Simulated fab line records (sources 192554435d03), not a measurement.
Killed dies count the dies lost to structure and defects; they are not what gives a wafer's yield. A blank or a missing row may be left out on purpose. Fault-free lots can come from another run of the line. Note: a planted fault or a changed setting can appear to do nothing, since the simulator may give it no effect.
Matching of chambers || flow n5-finfet || rie-diel-06 running N5_BEOL_M5_ETCH_75: 3 sister chambers
The step etches underlayer in N2/H2, target depth 6.5 nm, time 5.2 s. 14 wafers are shown with their chamber, then 6 later ones without.

WAFERS, EACH WITH ITS CHAMBER
{"wafer": "L077.1", "chamber": 0, "showerhead-plenum-p-Torr (Torr)": 2.59, "throttle-valve-pct (%)": 17.39, "drypump-motor-current-A (A)": 5.9}
{"wafer": "L077.3", "chamber": 3, "showerhead-plenum-p-Torr (Torr)": 2.47, "throttle-valve-pct (%)": 18.29, "drypump-motor-current-A (A)": 5.9}
{"wafer": "L077.6", "chamber": 3, "showerhead-plenum-p-Torr (Torr)": 2.47, "throttle-valve-pct (%)": 18.29, "drypump-motor-current-A (A)": 5.8}
{"wafer": "L081.2", "chamber": 0, "showerhead-plenum-p-Torr (Torr)": 2.58, "throttle-valve-pct (%)": 17.39, "drypump-motor-current-A (A)": 5.9}
{"wafer": "L081.3", "chamber": 2, "showerhead-plenum-p-Torr (Torr)": 2.65, "throttle-valve-pct (%)": 17.63, "drypump-motor-current-A (A)": 6.0}
{"wafer": "L081.5", "chamber": 3, "showerhead-plenum-p-Torr (Torr)": 2.47, "throttle-valve-pct (%)": 18.32, "drypump-motor-current-A (A)": 5.8}
{"wafer": "L086.1", "chamber": 0, "showerhead-plenum-p-Torr (Torr)": 2.58, "throttle-valve-pct (%)": 17.43, "drypump-motor-current-A (A)": 5.9}
{"wafer": "L086.3", "chamber": 2, "showerhead-plenum-p-Torr (Torr)": 2.65, "throttle-valve-pct (%)": 17.66, "drypump-motor-current-A (A)": 6.0}
{"wafer": "L086.6", "chamber": 3, "showerhead-plenum-p-Torr (Torr)": 2.47, "throttle-valve-pct (%)": 18.35, "drypump-motor-current-A (A)": 5.8}
{"wafer": "L088.2", "chamber": 3, "showerhead-plenum-p-Torr (Torr)": 2.46, "throttle-valve-pct (%)": 18.35, "drypump-motor-current-A (A)": 5.9}
{"wafer": "L088.3", "chamber": 0, "showerhead-plenum-p-Torr (Torr)": 2.58, "throttle-valve-pct (%)": 17.43, "drypump-motor-current-A (A)": 5.9}
{"wafer": "L088.5", "chamber": 0, "showerhead-plenum-p-Torr (Torr)": 2.58, "throttle-valve-pct (%)": 17.40, "drypump-motor-current-A (A)": 5.9}
{"wafer": "L087.1", "chamber": 3, "showerhead-plenum-p-Torr (Torr)": 2.46, "throttle-valve-pct (%)": 18.37, "drypump-motor-current-A (A)": 5.9}
{"wafer": "L087.3", "chamber": 0, "showerhead-plenum-p-Torr (Torr)": 2.58, "throttle-valve-pct (%)": 17.42, "drypump-motor-current-A (A)": 5.9}

SIGNATURES (means of the wafers above)
{"reading": "showerhead-plenum-p-Torr", "chamber 0": 2.5817, "chamber 2": 2.6500, "chamber 3": 2.4667, "scatter within a chamber": 0.00444}
{"reading": "throttle-valve-pct", "chamber 0": 17.4100, "chamber 2": 17.6450, "chamber 3": 18.3283, "scatter within a chamber": 0.0269}
{"reading": "drypump-motor-current-A", "chamber 0": 5.900, "chamber 2": 6.000, "chamber 3": 5.850, "scatter within a chamber": 0.0369}
Rule: for each reading, subtract the chamber's mean from the wafer's reading, divide by that reading's scatter and square the result; add these up over the readings and take the root, which gives the wafer's distance from the chamber. The wafer belongs to the nearest chamber; if the next one is less than 2 further off, it can't be placed. How the scatter is found: for the shown wafers, subtract from each reading the mean of its chamber, square and add these, divide the total by (wafers less chambers), then take the root.

WAFERS WHOSE CHAMBER IS MISSING
{"wafer": "L087.6", "showerhead-plenum-p-Torr (Torr)": 2.64, "throttle-valve-pct (%)": 17.68, "drypump-motor-current-A (A)": 5.9}
{"wafer": "L090.1", "showerhead-plenum-p-Torr (Torr)": 2.58, "throttle-valve-pct (%)": 17.42, "drypump-motor-current-A (A)": 5.8}
{"wafer": "L090.4", "showerhead-plenum-p-Torr (Torr)": 2.65, "throttle-valve-pct (%)": 17.69, "drypump-motor-current-A (A)": 5.9}
{"wafer": "L090.5", "showerhead-plenum-p-Torr (Torr)": 2.58, "throttle-valve-pct (%)": 17.42, "drypump-motor-current-A (A)": 5.9}
{"wafer": "L096.2", "showerhead-plenum-p-Torr (Torr)": 2.57, "throttle-valve-pct (%)": 17.44, "drypump-motor-current-A (A)": 5.9}
{"wafer": "L096.4", "showerhead-plenum-p-Torr (Torr)": 2.46, "throttle-valve-pct (%)": 18.37, "drypump-motor-current-A (A)": 5.9}

WHICH CHAMBER EACH WENT THROUGH
{"wafer": "L087.6", "from the rows above": 2, "in truth": 2}
{"wafer": "L090.1", "from the rows above": 0, "in truth": 0}
{"wafer": "L090.4", "from the rows above": 2, "in truth": 2}
{"wafer": "L090.5", "from the rows above": 0, "in truth": 0}
{"wafer": "L096.2", "from the rows above": 0, "in truth": 0}
{"wafer": "L096.4", "from the rows above": 3, "in truth": 3}
6 of 6 placed correctly. Left unplaced by these rows: 0. Number placed wrongly: 0.
